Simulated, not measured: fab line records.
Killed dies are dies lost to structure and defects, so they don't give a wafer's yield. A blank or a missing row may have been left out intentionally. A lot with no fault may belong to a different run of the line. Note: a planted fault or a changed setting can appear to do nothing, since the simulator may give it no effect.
Struck lot and sound lot, side by side    flow n5_finfet    15 out of 1938 route steps
Sound: the wafers L539.1, L539.2, L539.3. Struck: wafers L546.4, L546.5, L546.6. The cause is given at the end.
For every step that has rows: the tool of each side, followed by ch and its chambers, followed by its first start. Under that, the readings that differ: sound wafers    struck wafers    difference of the means    sigmas: that difference in standard deviations of wafers without a fault.
alike: same words and numbers on both sides, and readings whose means sit less than 2 such deviations apart. not compared: any withheld reading, any reading some wafer has no value for, any bound like >300 that may hide the same value, and any number with overlapping values for which the record gives no deviation.
Wherever a step has rows on one side only, a row that says differs or no value, or a row with sigmas, the two part there. Non-overlapping numbers with no deviation appear without sigmas and do not part them. Lack of a reading on every wafer of one side parts them only where that side has two or more wafers.

N5_BEOL_M8_CD_MEAS_35: the cd target is 40 nm.
  sound: cd_sem-01 at day 11 03:55; struck: cd_sem-01 at day 12 04:16
reading     sound           struck          difference  sigmas
cd_nm (nm)  39.3 38.7 39.0  39.4 39.9 40.6  +1.0        +2
N5_BEOL_M8_CURE_75: cures SiCOH lowk, time 120 s.
  sound on uv_cure-02 ch 0, day 11 03:57; struck on uv_cure-02 ch 0, day 12 04:27
  alike: lamp_power_pct, wafer_temp_C_max
N5_BEOL_M8_DEGAS_44: time 60 s.
  sound: pvd_sputter-03 at day 11 04:21; struck: pvd_sputter-03 at day 12 04:41
  alike: heater_power_w
N5_BEOL_M8_PRE_CLEAN_45: time 30 s.
  sound: pvd_sputter-03 at day 11 04:23; struck: pvd_sputter-03 at day 12 04:43
  alike: heater_power_w
N5_BEOL_M8_ALD_77: deposits TaN, target thk 2 nm, pulse time 2 s, purge time 3 s.
  sound on ald_metal-04 ch 0,1,2, day 11 04:27; struck on ald_metal-01 ch 0,3, day 12 04:47
  alike: heater_power_w
then, 2 steps without rows for these wafers: N5_BEOL_M8_SURFACE_TREAT_79; N5_BEOL_M8_CVD_78 (deposits Co from CCTBA/H2, target thk 2 nm, time 142.3 s).
N5_BEOL_M8_SPUTTER_48: material Cu, target thk 10 nm, time 1.667 s.
  sound: pvd_sputter-03 at day 11 05:04; struck: pvd_sputter-03 at day 12 06:53
  alike: substrate_temp_c, throttle_valve_pct
then, 3 steps without rows for these wafers: N5_BEOL_M8_ECD_50 (material Cu, target thk 300 nm); N5_BEOL_M8_ANNEAL_51 (time 90 s); N5_BEOL_M8_CMP_52 (polishes, stops on SiCOH lowk, t overpolish 6.9 s, target thk 80 nm).
N5_BEOL_M8_THK_MEAS_53: measures by xrf.
  sound: film_metro-02 at day 11 05:53; struck: film_metro-02 at day 12 07:42
  alike: M8_THK
N5_BEOL_M8_PRE_CLEAN_55: time 15 s.
  sound on pecvd-01 ch 0,1, day 11 05:56; struck on pecvd-01 ch 0,1,2, day 12 07:45
reading             sound              struck             difference  sigmas
rf_fwd_power_W (W)  296.7 295.7 299.1  235.9 230.7 234.0  -63.6       -37
then, 1 step without rows for these wafers: N5_BEOL_M8_DEP_56 (deposits SiCN from 3MS/NH3, target thk 10 nm, time 17.5 s).
-- here the record skips 3 days between the struck wafers' starts before and after, leaving off in module BEOL_M8 and picking up in module PASSIVATION (first step shown: number 1936 of the route) --
N5_PASSIVATION_PROBE_49:
  only the struck wafers here have rows in the record (prober-02, day 14 23:13); the sound ones have none

## WHERE THEY PART
First at N5_BEOL_M8_CD_MEAS_35; last, within this record, at N5_PASSIVATION_PROBE_49.

WHY: what the simulator had put in
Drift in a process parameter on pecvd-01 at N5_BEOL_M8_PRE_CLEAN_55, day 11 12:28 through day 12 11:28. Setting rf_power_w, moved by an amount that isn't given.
